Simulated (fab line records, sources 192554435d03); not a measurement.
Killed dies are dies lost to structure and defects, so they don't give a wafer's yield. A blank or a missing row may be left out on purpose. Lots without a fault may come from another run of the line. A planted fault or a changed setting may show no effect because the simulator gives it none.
One fault seen from 3 desks | flow n5_finfet | each desk has only its own numbers; what lay behind them comes last

THE TOOL OWNER'S DESK: arfi_scanner-03
The tool's own readings at N5_BEOL_M7_EXPOSE_08 (exposes mask M7): means of the sampled wafers that have a number, for each lot that ran on this tool. A lot is out of limits, marked OUT, if its mean lies more than 4 standard deviations from the usual mean; the brackets give that distance.
Columns: A = exposure_dose_mJ_cm2 at N5_BEOL_M7_EXPOSE_08, usual 68.23; B = focus_offset_nm at N5_BEOL_M7_EXPOSE_08, usual 0.0 nm
lot  | first seen here | A     | B
L349 | day 10 14:32    | 68.19 | -0.8
L351 | day 10 14:34    | 68.32 | 0.3
L356 | day 11 22:23    | 68.23 | 0.3
L363 | day 14 07:10    | 68.24 | 0.4
L364 | day 14 11:46    | 68.33 | -0.0
This desk's finding: nothing out of limits on any of the 5 lots.

THE METROLOGY DESK
What the gauges read, lot by lot, whatever tool the lot ran on: means of the sampled wafers that have a number. A lot is out of limits, marked OUT, if its mean lies more than 4 standard deviations from the usual mean; the brackets give that distance.
Columns: A = M7_OVL at N5_BEOL_M7_OVL_MEAS_12, usual 0.2 nm
lot  | first seen here | A
L352 | day 10 11:37    | -0.5
L349 | day 10 14:40    | 0.6
L351 | day 10 14:43    | 0.7
L354 | day 11 12:44    | -0.2
L356 | day 11 22:33    | 0.4
L355 | day 12 05:50    | -0.2
L363 | day 14 07:20    | 6.8 (+8.8) OUT
L364 | day 14 11:55    | 6.3 (+8.2) OUT
L367 | day 14 22:41    | 0.4
L368 | day 14 22:56    | 1.4
L372 | day 15 06:55    | -0.6
This desk's finding: out of limits on L363, L364; first on L363, day 14 07:20 (M7_OVL at N5_BEOL_M7_OVL_MEAS_12). In limits: L352, L349, L351, L354, L356, L355, L367, L368, L372.

THE DEFECT DESK
What the inspections along the route counted, lot by lot: means of the sampled wafers that have a number. A lot is out of limits, marked OUT, if its mean lies more than 4 standard deviations from the usual mean; the brackets give that distance.
Columns: A = raw_defect_count at N5_BEOL_M7_INSPECT_13, usual 421
lot  | first seen here | A
L352 | day 10 11:38    | 438
L349 | day 10 14:41    | 348
L351 | day 10 14:44    | 384
L354 | day 11 12:46    | 344
L356 | day 11 22:34    | 448
L355 | day 12 05:52    | 360
L363 | day 14 07:21    | 341
L364 | day 14 11:56    | 314
L367 | day 14 22:43    | 387
L368 | day 14 22:58    | 570
L372 | day 15 06:57    | 425
This desk's finding: nothing out of limits on any of the 11 lots.

PUT TOGETHER
The metrology desk could have raised an alarm at day 14 07:20, on L363, L364.
The tool owner's desk saw nothing out of limits.
The defect desk saw nothing out of limits.
The tool owner's desk has L363, L364 on record, within its limits.
The defect desk has L363, L364 on record, within its limits.
Of the lots named, all ran N5_BEOL_M7_EXPOSE_08 on arfi_scanner-03.

WHAT THE SIMULATOR HAD PUT IN
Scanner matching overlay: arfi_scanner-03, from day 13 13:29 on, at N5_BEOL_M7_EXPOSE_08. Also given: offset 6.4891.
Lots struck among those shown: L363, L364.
Hours from the fault's start to each desk's first reading out of limits: the metrology desk, 18.
